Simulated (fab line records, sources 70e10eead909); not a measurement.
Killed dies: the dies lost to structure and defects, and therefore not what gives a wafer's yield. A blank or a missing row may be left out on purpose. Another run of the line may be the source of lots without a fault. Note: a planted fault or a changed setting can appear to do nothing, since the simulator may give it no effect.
Comparing a struck lot with a sound one + flow nand-harc + 14 steps out of a route of 1302
Sound: the wafers L142.4, L142.5, L142.6. Wafers L154.2, L154.3, L154.4 were the ones struck. The cause is given at the end.
Per side, at each step with rows, come the tool, then ch with its chambers, and then its first start. Under that, the readings that differ: sound wafers + struck wafers + difference of the means + sigmas: that difference in standard deviations of wafers without a fault.
alike: readings with means less than 2 such deviations apart, plus words and numbers identical on both sides. not compared: withheld readings, readings lacking a value on some wafer, bounds such as >300 that could conceal the same value, and numbers that have no deviation in the record and whose values overlap.
The two part at a step that has a row with sigmas, a row that says differs or no value, or rows on one side only. Numbers that don't overlap but have no deviation are shown without sigmas and don't part them. A reading that every wafer of one side lacks parts them only if that side has two wafers or more.

NHARC_A_STAIRCASE_STRIP_446: strips in O2.
  sound on plasma-asher-02 ch 0,1, day 19 22:06; struck on plasma-asher-02 ch 0,1, day 25 00:04
  alike: drypump-motor-current-A, heater-power-w
  not compared: rf-hours-counter-h
then, 3 steps without rows for these wafers: NHARC_A_STAIRCASE_STRIP_447 (strips in SPM, time 900 s); NHARC_A_STAIRCASE_PRECLEAN_448 (cleans in SC1); NHARC_A_STAIRCASE_SRD_449.
NHARC_A_STAIRCASE_CMP_450: polishes SiO2, target thk 200 nm.
  sound on cmp-01 ch 1,2,3, day 19 22:50; struck on cmp-01 ch 0,1,2, day 25 00:50
  alike: motor-current-A, slurry-filter-dp-kPa
NHARC_A_STAIRCASE_CMP_152: polishes.
  sound on cmp-01 ch 1,2,3, day 19 22:55; struck on cmp-01 ch 0,1,2, day 25 00:55
  alike: motor-current-A, slurry-filter-dp-kPa
then, 2 steps without rows for these wafers: NHARC_A_STAIRCASE_SRD_154; NHARC_A_STAIRCASE_ETCH_403 (etches SiO2 in dHF, target depth 108.2 nm).
NHARC_A_STAIRCASE_ETCHBACK_422: etches the open film in CH3F/O2, target depth 40 nm, time 74.286 s.
  sound on rie-diel-05 ch 1,2, day 19 23:20; struck on rie-diel-05 ch 2,3, day 25 01:26
  alike: drypump-motor-current-A, mfc-ar-sccm, oes-product-au, rf-vpp-V, showerhead-plenum-p-Torr, throttle-valve-pct
  not compared: rf-hours-counter-h
then, 1 step without rows for these wafers: NHARC_A_STAIRCASE_ETCH_423 (etches SiO2 in dHF, target depth 30 nm).
NHARC_A_STAIRCASE_ETCHBACK_157: etches the open film in CH3F/O2, target depth 90 nm, time 167.14 s.
  sound on rie-diel-05 ch 1,2, day 19 23:43; struck on rie-diel-04 ch 0,1,2, day 25 01:52
  alike: drypump-motor-current-A, mfc-ar-sccm, oes-product-au, rf-vpp-V, showerhead-plenum-p-Torr, throttle-valve-pct
  not compared: rf-hours-counter-h
NHARC_A_STAIRCASE_STRIP_475: strips in O2, time 20 s.
  sound on rie-diel-05 ch 0,2,3, day 19 23:54; struck on rie-diel-04 ch 0,1,2, day 25 02:04
  no value came back on the struck wafers for any of 8 readings (bias-w (W), chamber-pressure-mTorr (mTorr) and others); on the sound wafers bias-w (W) reads 0 0 0
  not compared: rf-hours-counter-h
then, 1 step without rows for these wafers: NHARC_A_STAIRCASE_DEP_471 (deposits SiO2, target thk 100 nm).
NHARC_END_SORT_01:
  the record has rows for the sound wafers here (prober-01 ch 0, day 25 06:29) and none for the struck ones

== WHERE THEY PART ==
Earliest at NHARC_A_STAIRCASE_STRIP_475; latest, in this record, at NHARC_END_SORT_01.

WHY: what the simulator had put in
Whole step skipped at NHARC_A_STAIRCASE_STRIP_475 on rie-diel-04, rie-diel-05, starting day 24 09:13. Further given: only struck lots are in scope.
